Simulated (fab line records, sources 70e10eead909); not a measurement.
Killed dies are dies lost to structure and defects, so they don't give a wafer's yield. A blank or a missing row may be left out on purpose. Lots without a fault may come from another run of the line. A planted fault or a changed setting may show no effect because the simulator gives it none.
Chamber matching | flow nand_harc | NHARC_A_SLIT_DESCUM_14 on rie_diel-11: 4 sister chambers
The step chemistry O2, time 3 s. 16 wafers are shown with their chamber, then 8 later ones without.

WAFERS WITH THEIR CHAMBER
wafer  | chamber | drypump_motor_current_A (A) | oes_product_au (a.u.) | chamber_pressure_mTorr (mTorr)
L874.2 | 0       | 5.7                         | 1.007                 | 60.02
L874.3 | 3       | 6.5                         | 1.013                 | 60.11
L874.4 | 1       | 5.8                         | 1.004                 | 59.95
L873.1 | 2       | 5.0                         | 0.980                 | 60.05
L873.2 | 3       | 6.4                         | 0.998                 | 60.10
L873.5 | 1       | 5.7                         | 1.001                 | 60.04
L880.2 | 1       | 5.8                         | 1.007                 | 59.98
L880.4 | 2       | 5.0                         | 0.989                 | 59.95
L880.6 | 3       | 6.4                         | 1.031                 | 60.03
L879.1 | 0       | 5.7                         | 0.975                 | 59.97
L879.3 | 2       | 5.0                         | 0.984                 | 59.97
L879.6 | 1       | 5.8                         | 1.005                 | 59.99
L887.1 | 1       | 5.8                         | 1.000                 | 60.08
L887.2 | 2       | 5.0                         | 0.997                 | 59.98
L887.6 | 1       | 5.7                         | 1.010                 | 60.02
L889.4 | 2       | 5.0                         | 0.978                 | 59.98

SIGNATURES (means of the wafers above)
reading                 | chamber 0 | chamber 1 | chamber 2 | chamber 3 | scatter within a chamber
drypump_motor_current_A | 5.700     | 5.767     | 5.000     | 6.433     | 0.0408
oes_product_au          | 0.99100   | 1.00450   | 0.98560   | 1.01400   | 0.0106
chamber_pressure_mTorr  | 59.9950   | 60.0100   | 59.9860   | 60.0800   | 0.0424
Rule: a wafer's distance from a chamber is the root of the sum, over the readings, of the square of ((its reading less the chamber's mean) divided by the reading's scatter). The wafer belongs to the nearest chamber; if the next one is less than 2 further off, it can't be placed. The scatter: the root of (the sum of the squares of (reading less its chamber's mean) over the shown wafers, divided by (wafers less chambers)).

WAFERS WITHOUT THEIR CHAMBER
wafer  | drypump_motor_current_A (A) | oes_product_au (a.u.) | chamber_pressure_mTorr (mTorr)
L889.5 | 5.8                         | 0.973                 | 59.99
L889.6 | 6.4                         | 1.020                 | 59.98
L890.3 | 5.7                         | 0.975                 | 60.06
L890.4 | 6.4                         | 1.017                 | 60.01
L890.5 | 6.4                         | 1.014                 | 59.94
L894.2 | 5.8                         | 1.016                 | 59.99
L894.3 | 5.0                         | 0.991                 | 60.08
L894.6 | 6.4                         | 1.021                 | 60.13

WHICH CHAMBER EACH WENT THROUGH
wafer  | from the rows above     | in truth
L889.5 | can't be placed: 0 or 1 | 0
L889.6 | 3                       | 3
L890.3 | can't be placed: 0 or 1 | 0
L890.4 | 3                       | 3
L890.5 | 3                       | 3
L894.2 | can't be placed: 1 or 0 | 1
L894.3 | 2                       | 2
L894.6 | 3                       | 3
Placed correctly: 5 of 8. Can't be placed from these rows: 3 (the true chamber is among the candidates in 3). Placed wrongly: 0.
